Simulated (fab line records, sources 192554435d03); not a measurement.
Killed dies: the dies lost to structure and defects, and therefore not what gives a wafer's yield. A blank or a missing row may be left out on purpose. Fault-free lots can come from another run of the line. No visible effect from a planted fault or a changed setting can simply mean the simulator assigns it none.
fab line records	flow n5Finfet
[record] lots = 6	wafers = 18	lastDay = 18
route steps=1938 shown HKMG_FIN@456 GATE_CUT@465 BEOL_M4@1111 PASSIVATION@1936
lots that met no fault: taken from a fault-free run of the same line
startH: hours from the record's first day to the start of the lot's first wafer shown	waitH: hours since the lot's step before	" same as the row above	L1.1+2: a row that stands for several wafers	- no value, or no start was given	* or withheld: withheld	< > ~ a bound
route shown NAME@n: NAME is a module with steps in the file, n the number in the route of the first one	usual: mean/standard deviation taken from wafers without a fault	same: alike in all rows	chamber/n: place in a boat	sites: per-site readings	_std_site: standard deviation of those values	_edge_site: the outer-site mean with the inner-site mean subtracted	radiusMm: how far each site lies from the wafer's centre	mask NAME#n: copy n	behind: the tool/chamber that last shaped the wafer	hold: the reason the lot was held/the length of the hold in hours/how it ended	device: the n, p or np transistor that did not switch	end of line: at the end of the route, the tests of the same wafers	step lacking rows: just its recipe	killed: not the wafer's yield, but the dies lost to structure and defects at the first sort	map: per-die view of a wafer (x killed, . not killed, _ where there is no die)
set.NAME: setting as actually run; set.NAME@STEP: the setting as run at that earlier step	model.NAME: the simulator's own value behind a step, which no gauge read
a table for each step, a row for each wafer; lots at some steps of the route
services: from which hour (startH, from the record's first day; less than 0 if before it) a tool's chamber was out of use, for how many hours, and why
[[steps]]
[step N5_HKMG_FIN_ALD_21]
[recipe] material = TiN	targetThkA = 15	tempC = 400	aldPrecursorFamily = TiCl4	aldCoReactant = NH3	pulseTimeS = 1	purgeTimeS = 3	coReactantPurgeTimeS = 2	coReactantPulseTimeS = 2	aldCycles = 68	pressureTorr = 3
[usual] heaterPowerW = 854/85	precursorPulseHeightRel = 1.000/0.019
lot.wafer	tool	chamber	startH	waitH	heaterPowerW	precursorPulseHeightRel
L940.1	aldMetal-02	0	129.49	0.3	843	0.998
L940.3	"	1	"	"	795	1.027
L940.5	"	0	"	"	866	1.027
L943.2	aldMetal-03	1	143.21	0.3	1048	1.026
L943.3	"	3	"	"	814	1.005
L943.6	"	3	"	"	810	1.015
L944.3	aldMetal-02	0	157.30	0.1	838	1.027
L944.4	"	1	"	"	822	0.979
L944.6	"	1	"	"	778	0.995
L952.2	aldMetal-03	1	199.52	0.3	1027	1.017
L952.3	"	2	"	"	730	1.008
L952.5	"	1	"	"	1059	0.997
L953.2	aldMetal-02	3	204.39	0.3	833	0.986
L953.5	"	0	"	"	865	0.981
L953.6	"	1	"	"	785	1.053
L955.3	aldMetal-02	1	215.50	0.1	799	0.996
L955.4	"	0	"	"	841	0.996
L955.5	"	2	"	"	931	1.010
[step N5_HKMG_FIN_ALD_72]
[recipe] material = W	targetThkA = 20	tempC = 300	pressureTorr = 7.5	aldPrecursorFamily = WF6	aldCoReactant = B2H6	pulseTimeS = 1	purgeTimeS = 2	coReactantPurgeTimeS = 2	coReactantPulseTimeS = 3	aldCycles = 7
[usual] heaterPowerW = 478/52	precursorPulseHeightRel = 1.002/0.02
lot.wafer	tool	chamber	startH	waitH	heaterPowerW	precursorPulseHeightRel
L940.1	cvdW-01	0	129.85	0.2	570	1.013
L940.3	"	1	"	"	452	0.973
L940.5	"	0	"	"	556	0.973
L943.2	cvdW-02	1	143.58	0.2	418	1.014
L943.3	"	1	"	"	415	1.031
L943.6	"	1	"	"	415	1.021
L944.3	cvdW-02	1	157.69	0.2	418	1.006
L944.4	"	0	"	"	474	1.037
L944.6	"	1	"	"	429	1.015
L952.2	cvdW-01	0	199.88	0.2	573	0.982
L952.3	"	0	"	"	558	1.020
L952.5	"	1	"	"	463	0.990
L953.2	cvdW-02	1	204.75	0.2	421	1.019
L953.5	"	0	"	"	477	1.021
L953.6	"	1	"	"	416	0.992
L955.3	cvdW-02	1	215.88	0.2	418	0.991
L955.4	"	0	"	"	461	0.991
L955.5	"	0	"	"	478	0.960
[step N5_HKMG_FIN_W_FILL_22]
[recipe] material = W	targetThkA = 600	tempC = 400	pressureTorr = 39.4	timeS = 18.2
[step N5_HKMG_FIN_PRECLEAN_83]
[recipe] chemistry = DIW	timeS = 57.5	tempC = 23
[step N5_HKMG_FIN_SRD_84]
[recipe] dryTimeS = 32	dry = n2Spin	spinRpm = 1500
[step N5_HKMG_FIN_CMP_23]
[recipe] stopOn = SiNx	tOverpolishS = 10	postCmpClean = rinseOnly	downForcePsi = 4	platenRpm = 50.289	padVelocityMS = 1.0006	targetThkNm = 46.326
[step N5_HKMG_FIN_CMP_94]
[recipe] stopOn = SiNx	postCmpClean = wDiluteNh4oh	tOverpolishS = 4.7	downForcePsi = 4	platenRpm = 50.289	padVelocityMS = 1.0006	targetThkNm = 43.299
[step N5_HKMG_FIN_INSPECT_28]
[recipe] inspectInstrument = darkfield	mode = postCmp
[usual] rawDefectCount = 41/18
lot.wafer	tool	chamber	startH	waitH	rawDefectCount
L940.1	defectInspect-01	-	130.73	0.0	50
L940.3	"	-	"	"	79
L940.5	"	-	"	"	41
L943.2	defectInspect-02	-	144.46	0.0	62
L943.3	"	-	"	"	52
L943.6	"	-	"	"	70
L944.3	defectInspect-01	-	158.58	0.0	39
L944.4	"	-	"	"	48
L944.6	"	-	"	"	40
L952.2	defectInspect-02	-	200.82	0.0	89
L952.3	"	-	"	"	62
L952.5	"	-	"	"	47
L953.2	defectInspect-01	-	205.63	0.0	51
L953.5	"	-	"	"	35
L953.6	"	-	"	"	74
L955.3	defectInspect-02	-	216.74	0.0	24
L955.4	"	-	"	"	19
L955.5	"	-	"	"	26
[step N5_GATE_CUT_ETCHBACK_00]
[recipe] chemistry = SF6/Cl2	target = W	pressureMtorr = 8	icpW = 900	biasW = 80	SF6_flow_sccm = 40	Cl2_flow_sccm = 60
[step N5_GATE_CUT_ETCH_56]
[recipe] chemistry = Cl2/Ar	target = TiN	targetDepthA = 216	pressureMtorr = 10	icpW = 600	biasW = 60	Cl2_flow_sccm = 40	Ar_flow_sccm = 60
[usual] biasW = 60.06/0.17	chamberPressureMTorr = 10.001/0.0086	drypumpMotorCurrentA = 5.7/0.42	oes_ar_750_au = 0.67/0.062	oesProductAu = 0.68/0.073	throttleValvePct = 21.00/0.18
lot.wafer	tool	chamber	startH	waitH	biasW	chamberPressureMTorr	drypumpMotorCurrentA	oes_ar_750_au	oesProductAu	rfHoursCounterH	throttleValvePct
L940.1	rieMetal-01	1	130.89	0.1	59.93	9.986	6.1	0.66	0.67	89	21.20
L940.3	"	1	"	"	59.90	10.015	6.1	0.67	0.67	-	21.20
L940.5	"	1	"	"	60.01	9.986	6.1	0.66	0.67	-	21.20
L943.2	rieMetal-02	1	144.61	0.1	60.05	9.997	6.1	0.68	0.69	79	21.05
L943.3	"	1	"	"	60.20	9.985	6.1	0.68	0.68	-	21.07
L943.6	"	0	"	"	59.92	10.001	5.1	0.77	0.81	-	20.69
L944.3	rieMetal-02	0	158.77	0.1	60.23	10.002	5.1	0.77	0.80	-	20.70
L944.4	"	1	"	"	60.18	10.004	6.1	0.68	0.68	-	21.06
L944.6	"	1	"	"	60.04	9.998	6.1	0.68	0.69	-	21.07
L952.2	rieMetal-01	0	200.97	0.1	59.83	10.008	5.7	0.59	0.60	125	21.12
L952.3	"	0	"	"	60.05	9.999	5.7	0.59	0.60	-	21.12
L952.5	"	0	"	"	59.97	10.000	5.6	0.59	0.60	-	21.12
L953.2	rieMetal-02	0	205.79	0.1	60.17	10.016	5.1	0.76	0.78	36	20.71
L953.5	"	0	"	"	60.35	10.006	5.0	0.76	0.78	-	20.71
L953.6	"	1	"	"	59.98	9.988	6.0	0.67	0.68	-	21.07
L955.3	rieMetal-02	0	216.98	0.1	60.13	9.993	5.1	0.75	0.79	-	20.71
L955.4	"	1	"	"	59.90	10.001	6.1	0.67	0.68	-	21.07
L955.5	"	0	"	"	59.93	10.003	5.1	0.74	0.80	-	20.69
[step N5_GATE_CUT_ETCHBACK_30]
[recipe] chemistry = Cl2/Ar	target = TiN	targetDepthA = 30	mode = isotropic	pressureMtorr = 10	icpW = 600	biasW = 60	Cl2_flow_sccm = 40	Ar_flow_sccm = 60
[usual] biasW = 60.01/0.17	drypumpMotorCurrentA = 5.6/0.42	oes_ar_750_au = 0.67/0.062	oesProductAu = 0.68/0.073	throttleValvePct = 21.01/0.18
lot.wafer	tool	chamber	startH	waitH	biasW	drypumpMotorCurrentA	oes_ar_750_au	oesProductAu	rfHoursCounterH	throttleValvePct
L940.1	rieMetal-01	1	130.98	0.1	60.02	6.1	0.67	0.67	89	21.18
L940.3	"	1	"	"	60.03	6.1	0.67	0.67	-	21.22
L940.5	"	1	"	"	60.03	6.1	0.67	0.67	-	21.21
L943.2	rieMetal-02	1	144.70	0.1	59.71	6.1	0.69	0.69	79	21.05
L943.3	"	1	"	"	59.81	6.1	0.68	0.69	-	21.06
L943.6	"	0	"	"	60.18	5.1	0.77	0.80	-	20.68
L944.3	rieMetal-02	0	158.84	0.0	60.00	5.1	0.76	0.79	-	20.69
L944.4	"	1	"	"	60.19	6.1	0.68	0.68	-	21.08
L944.6	"	1	"	"	60.21	6.1	0.69	0.69	-	21.06
L952.2	rieMetal-01	0	201.06	0.1	60.14	5.6	0.59	0.60	125	21.13
L952.3	"	0	"	"	60.24	5.6	0.60	0.60	-	21.12
L952.5	"	0	"	"	59.92	5.6	0.59	0.60	-	21.14
L953.2	rieMetal-02	0	205.88	0.1	59.75	5.1	0.76	0.79	36	20.69
L953.5	"	0	"	"	60.02	5.1	0.75	0.79	-	20.70
L953.6	"	1	"	"	60.05	6.1	0.67	0.68	-	21.06
L955.3	rieMetal-02	0	217.07	0.1	59.96	5.1	0.75	0.78	-	20.69
L955.4	"	1	"	"	60.04	6.1	0.67	0.67	-	21.06
L955.5	"	0	"	"	60.35	5.0	0.74	0.78	-	20.71
[step N5_GATE_CUT_VAPOR_ETCH_60]
[recipe] chemistry = BCl3/Cl2	target = HfO2	mode = isotropic
[usual] drypumpMotorCurrentA = 5.7/0.42	heBacksideLeakSccm = 3.45/0.17	oesProductAu = 0.68/0.072
lot.wafer	tool	chamber	startH	waitH	drypumpMotorCurrentA	heBacksideLeakSccm	oesProductAu
L940.1	rieMetal-01	1	131.01	0.0	6.1	3.26	0.68
L940.3	"	1	"	"	6.1	3.29	0.69
L940.5	"	1	"	"	6.1	3.16	0.68
L943.2	rieMetal-02	1	144.73	0.0	6.0	3.46	0.68
L943.3	"	1	"	"	6.1	3.46	0.68
L943.6	"	0	"	"	5.1	3.59	0.80
L944.3	rieMetal-02	0	158.87	0.0	5.1	3.67	0.80
L944.4	"	1	"	"	6.1	3.46	0.69
L944.6	"	1	"	"	6.1	3.51	0.69
L952.2	rieMetal-01	0	201.09	0.0	-	-	-
L952.3	"	0	"	"	-	-	-
L952.5	"	0	"	"	-	-	-
L953.2	rieMetal-02	0	205.91	0.0	-	-	-
L953.5	"	0	"	"	-	-	-
L953.6	"	1	"	"	-	-	-
L955.3	rieMetal-02	0	217.11	0.0	5.1	3.33	0.78
L955.4	"	1	"	"	6.1	3.47	0.67
L955.5	"	0	"	"	5.1	3.26	0.78
[step N5_GATE_CUT_ETCH_58]
[recipe] chemistry = CH3F/O2	target = SiNx	targetDepthA = 170	timeS = 128.6	ionEnergyEv = 50	pressureMtorr = 30	sourceW = 415	biasW = 21	Ar_flow_sccm = 150	CH3F_flow_sccm = 30	O2_flow_sccm = 20
[usual] CH3F_flow_sccm = 30.01/0.098	O2_flow_sccm = 20.01/0.06	biasW = 20.99/0.066	drypumpMotorCurrentA = 5.9/0.52	oesProductAu = 0.78/0.092	rfVppV = 99.2/0.97	showerheadPlenumPTorr = 2.00/0.07	throttleValvePct = 16.28/0.19
lot.wafer	tool	chamber	startH	waitH	CH3F_flow_sccm	O2_flow_sccm	biasW	drypumpMotorCurrentA	oesProductAu	rfHoursCounterH	rfVppV	showerheadPlenumPTorr	throttleValvePct
L940.1	rieDiel-05	1	131.06	0.0	29.86	19.95	20.97	5.5	0.79	123	98.9	1.93	16.17
L940.3	"	2	"	"	30.03	20.12	21.03	6.5	0.94	19	98.7	1.97	16.20
L940.5	"	1	"	"	29.89	20.09	20.84	5.6	0.79	-	98.9	1.93	16.16
L943.2	rieDiel-02	2	144.78	0.0	29.98	20.01	20.98	6.7	0.84	56	98.0	2.03	16.52
L943.3	"	1	"	"	30.12	19.96	20.97	6.2	0.68	246	98.2	1.98	16.67
L943.6	"	0	"	"	30.02	19.98	21.07	5.0	0.70	-	99.7	1.87	16.36
L944.3	rieDiel-02	2	159.01	0.1	29.93	20.01	20.95	6.7	0.83	61	101.5	2.03	16.54
L944.4	"	2	"	"	30.03	20.03	20.91	6.7	0.83	-	99.5	2.03	16.54
L944.6	"	0	"	"	30.01	20.03	20.95	5.0	0.70	-	98.5	1.87	16.38
L952.2	rieDiel-04	2	201.14	0.0	29.99	19.97	21.00	5.7	0.69	245	99.5	2.07	16.44
L952.3	"	3	"	"	30.03	20.00	21.08	5.5	0.92	17	100.8	2.14	15.88
L952.5	"	3	"	"	30.24	19.95	21.08	5.5	0.92	-	100.8	2.14	15.89
L953.2	rieDiel-02	2	205.98	0.1	30.00	20.04	21.02	6.7	0.80	81	99.6	2.02	16.58
L953.5	"	1	"	"	29.88	20.02	21.04	6.2	0.91	-	98.8	1.98	16.22
L953.6	"	2	"	"	30.01	20.11	21.03	6.7	0.81	-	100.3	2.02	16.57
L955.3	rieDiel-05	3	217.16	0.0	29.93	20.03	20.93	6.3	0.78	109	97.7	1.92	16.16
L955.4	"	2	"	"	30.09	19.98	21.01	6.5	0.88	45	98.9	1.96	16.25
L955.5	"	2	"	"	30.05	19.98	20.95	6.5	0.88	-	98.9	1.96	16.24
[step N5_BEOL_M4_RC_MEAS_101]
[usual] DIBL_N = 36.0/1.7	DIBL_P = 36.0/2	IOFF_N = 0.156/0.028	IOFF_P = 0.21/0.04	ION_N = 673/12	ION_P = 463/8.3	SS_N = 71.4/0.6	SS_P = 73.3/0.66	VT_N = 250/3	VT_P = -250/3.8
lot.wafer	tool	chamber	startH	waitH	DIBL_N[mV/V]	DIBL_P[mV/V]	IOFF_N[nA/um]	IOFF_P[nA/um]	ION_N[uA/um]	ION_P[uA/um]	SS_N[mV/dec]	SS_P[mV/dec]	VT_N[mV]	VT_P[mV]
L940.1	prober-02	0	207.88	0.0	37.3	35.2	0.166	0.20	661	455	72.5	73.8	252	-251
L940.3	"	0	"	"	36.4	35.3	0.167	0.21	680	473	71.4	74.1	249	-250
L940.5	"	0	"	"	36.3	35.7	0.160	0.22	676	468	70.8	74.0	251	-248
L943.2	prober-01	0	236.28	0.2	35.0	33.1	0.144	0.19	672	462	71.6	73.4	252	-250
L943.3	"	0	"	"	38.2	37.6	0.206	0.27	690	476	73.0	74.1	246	-246
L943.6	"	0	"	"	36.8	36.5	0.187	0.26	696	485	71.3	73.8	244	-246
L944.3	prober-02	0	239.08	0.3	34.1	34.7	0.139	0.23	678	474	70.7	73.0	250	-246
L944.4	"	0	"	"	34.8	35.9	0.168	0.25	685	480	71.6	73.5	245	-245
L944.6	"	0	"	"	36.1	37.3	0.177	0.29	666	469	71.5	73.5	246	-244
L953.2	prober-02	0	296.77	0.2	36.9	37.8	0.172	0.25	665	457	71.5	73.4	248	-247
L953.5	"	0	"	"	34.1	34.9	0.133	0.20	667	469	70.3	73.2	250	-247
L953.6	"	0	"	"	35.9	36.5	0.173	0.23	667	461	71.0	73.6	246	-245
L952.2	prober-01	0	300.94	0.2	33.8	32.6	0.125	0.16	667	461	70.6	73.0	252	-252
L952.3	"	0	"	"	35.0	33.8	0.134	0.17	661	449	71.3	74.0	253	-253
L952.5	"	0	"	"	33.8	31.9	0.133	0.15	670	455	70.6	72.8	251	-254
L955.3	prober-02	0	312.89	0.3	37.0	38.0	0.186	0.23	682	463	71.3	73.9	247	-249
L955.4	"	0	"	"	38.8	40.0	0.218	0.26	711	480	72.0	74.3	244	-247
L955.5	"	0	"	"	36.3	37.7	0.167	0.21	698	474	71.3	73.4	250	-252
[step N5_PASSIVATION_PROBE_49]
[usual] defectLimitedYield = 91.6/1.6	killed_at_M0_to_M3 = 31/10	killed_at_M4_up = 14/6.3	killedAtContacts = 12/6.1	killedAtFrontEnd = 39/12	killedAtOther = 3.7/2.8	killedDies = 100/19	killedOpen = 66/14	killedShort = 33/8.1	sort_bin_5_function = 5.0/1.1	sort_bin_6_memory = 3.2/0.66	sortNPass = 1080/18	sortYieldPct = 91.6/1.6
[same] grossDies = 1180	killedAtBackSide = 0	sort_bin_4_leakage[%] = 0	sort_bin_8_speed[%] = 0
lot.wafer	tool	chamber	startH	waitH	defectLimitedYield[%]	killed_at_M0_to_M3	killed_at_M4_up	killedAtContacts	killedAtFrontEnd	killedAtOther	killedDies	killedOpen	killedShort	sort_bin_5_function[%]	sort_bin_6_memory[%]	sortNPass	sortYieldPct[%]
L940.1	prober-01	-	314.20	0.0	91.6	29	13	11	44	2	99	67	32	4.8	3.5	1081	91.6
L940.3	prober-01	-	314.30	0.1	90.5	49	19	9	35	0	112	71	39	6.0	3.3	1068	90.5
L940.5	prober-01	-	314.40	0.2	91.2	28	11	14	51	0	104	73	30	4.2	3.9	1076	91.2
// killed by level:class
L940.1 FIN_SAQP:geometricParticle:open=10 BEOL_M0_SAQP:geometricParticle:open=8 STI_FIN_REVEAL:geometricParticle:open=7 BEOL_M0_SAQP:geometricParticle:short=7 FIN_SAQP:geometricParticle:short=6 MOL_CONTACT_COAG:geometricParticle:open=6 BEOL_M2:geometricParticle:open=6 MOL_CONTACT_COAG:geometricParticle:short=5
L940.3 BEOL_M0_SAQP:geometricParticle:short=11 BEOL_M0_SAQP:geometricParticle:open=11 FIN_SAQP:geometricParticle:short=10 BEOL_M2:geometricParticle:open=9 BEOL_M4:geometricParticle:open=8 MOL_CONTACT_COAG:geometricParticle:open=7 BEOL_M1:geometricParticle:open=6 FIN_SAQP:geometricParticle:open=5
L940.5 FIN_SAQP:geometricParticle:open=16 MOL_CONTACT_COAG:geometricParticle:open=12 FIN_SAQP:geometricParticle:short=10 BEOL_M2:geometricParticle:open=10 BEOL_M0_SAQP:geometricParticle:open=8 GATE_CUT:geometricParticle:short=7 DUMMY_GATE:geometricParticle:open=4 GATE_CUT:geometricParticle:open=4
[[services]]
tool	chamber	startH	hours	kind
rieDiel-04	3	136.00	-	clean
rieDiel-04	3	136.00	-	consumableReplace:focusRing
rieDiel-04	3	136.00	-	consumableReplace:showerhead
rieDiel-04	3	136.00	14.5	scheduledDown
rieDiel-04	3	136.00	14.5	ventCycle
rieMetal-02	1	136.47	5.3	repair
rieDiel-04	1	142.41	4.1	repair
aldMetal-03	1	149.61	10.4	repair
rieDiel-05	0	149.93	9.9	repair
aldMetal-03	2	151.85	23.3	repair
rieDiel-02	1	158.69	-	clean
rieDiel-02	1	158.69	-	consumableReplace:focusRing
rieDiel-02	1	158.69	32.3	scheduledDown
rieDiel-02	1	158.69	32.3	ventCycle
aldMetal-03	1	176.30	19.3	repair
rieDiel-04	0	184.42	-	clean
rieDiel-04	0	184.42	-	consumableReplace:esc
rieDiel-04	0	184.42	-	consumableReplace:focusRing
rieDiel-02	0	191.04	-	clean
rieDiel-02	0	191.04	-	consumableReplace:focusRing
rieDiel-02	0	191.04	-	consumableReplace:showerhead
rieDiel-02	0	191.04	13.5	scheduledDown
rieDiel-02	0	191.04	13.5	ventCycle
[[key]]
[firstSign] step = N5_GATE_CUT_VAPOR_ETCH_60	reading = toolRecord	direction = missing
effect none on later readings
metAt N5_GATE_CUT_VAPOR_ETCH_60
struckWafers L952.2,L952.3,L952.5,L953.2,L953.5,L953.6
onsetBetween 158.87 201.09
[fault] kind = skippedStepWhole	tool = rieMetal-01,rieMetal-02	chamber = -	onsetH = 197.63	steps = N5_GATE_CUT_VAPOR_ETCH_60	scope = struckLotsOnly
